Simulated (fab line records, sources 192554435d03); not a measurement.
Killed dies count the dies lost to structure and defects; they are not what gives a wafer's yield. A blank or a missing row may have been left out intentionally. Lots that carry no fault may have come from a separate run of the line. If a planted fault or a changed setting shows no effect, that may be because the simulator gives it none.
Chamber matching | flow n5 finfet | ald hk-01 running N5_HKMG_FIN_ALD_74: 4 sister chambers
The step deposits La2O3, target thk 0.5 nm, pulse time 6 s, co reactant pulse time 1 s. 8 wafers are shown with their chamber, then 12 later ones without.

WAFERS, EACH WITH ITS CHAMBER
wafer  | chamber | heater power w (W) | precursor pulse height rel
L083.4 | 0       | 356                | 1.011
L084.2 | 0       | 350                | 1.015
L087.1 | 2       | 343                | 0.982
L087.2 | 3       | 338                | 1.020
L087.5 | 2       | 337                | 0.982
L090.1 | 3       | 345                | 0.963
L090.4 | 1       | 330                | 1.004
L090.5 | 1       | 322                | 1.038

WAFERS MISSING THEIR CHAMBER
wafer  | heater power w (W) | precursor pulse height rel
L091.1 | 339                | 0.979
L091.4 | 326                | 1.017
L091.5 | 349                | 0.982
L092.2 | 355                | 0.970
L092.3 | 350                | 0.999
L092.6 | 350                | 0.991
L093.2 | 342                | 0.963
L093.5 | 350                | 0.989
L093.6 | 325                | 0.987
L096.3 | 342                | 0.991
L096.4 | 322                | 0.974
L096.5 | 349                | 1.048

CHAMBER TAKEN BY EACH
wafer  | from the rows above          | in truth
L091.1 | can't be placed: 2 or 3      | 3
L091.4 | 1                            | 1
L091.5 | can't be placed: 0 or 3 or 2 | 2
L092.2 | can't be placed: 0 or 3 or 2 | 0
L092.3 | can't be placed: 0 or 3 or 2 | 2
L092.6 | can't be placed: 0 or 3 or 2 | 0
L093.2 | can't be placed: 2 or 3      | 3
L093.5 | can't be placed: 0 or 3 or 2 | 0
L093.6 | can't be placed: 1 or 2 or 3 | 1
L096.3 | can't be placed: 3 or 2      | 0
L096.4 | can't be placed: 1 or 2 or 3 | 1
L096.5 | can't be placed: 0 or 3 or 2 | 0
Correct placement for 1 of the 12. From these rows, 11 cannot be placed; in 10 the true chamber is one of the candidates. 0 placed wrongly.
How it was worked out, from the rows above alone: a wafer's distance from a chamber is the root of the sum, over the readings, of the square of ((its reading less the chamber's mean) divided by the reading's scatter). The wafer belongs to the nearest chamber; if the next one is less than 2 further off, it can't be placed. Each chamber's mean is taken over the wafers shown for it. How the scatter is found: for the shown wafers, subtract from each reading the mean of its chamber, square and add these, divide the total by (wafers less chambers), then take the root.
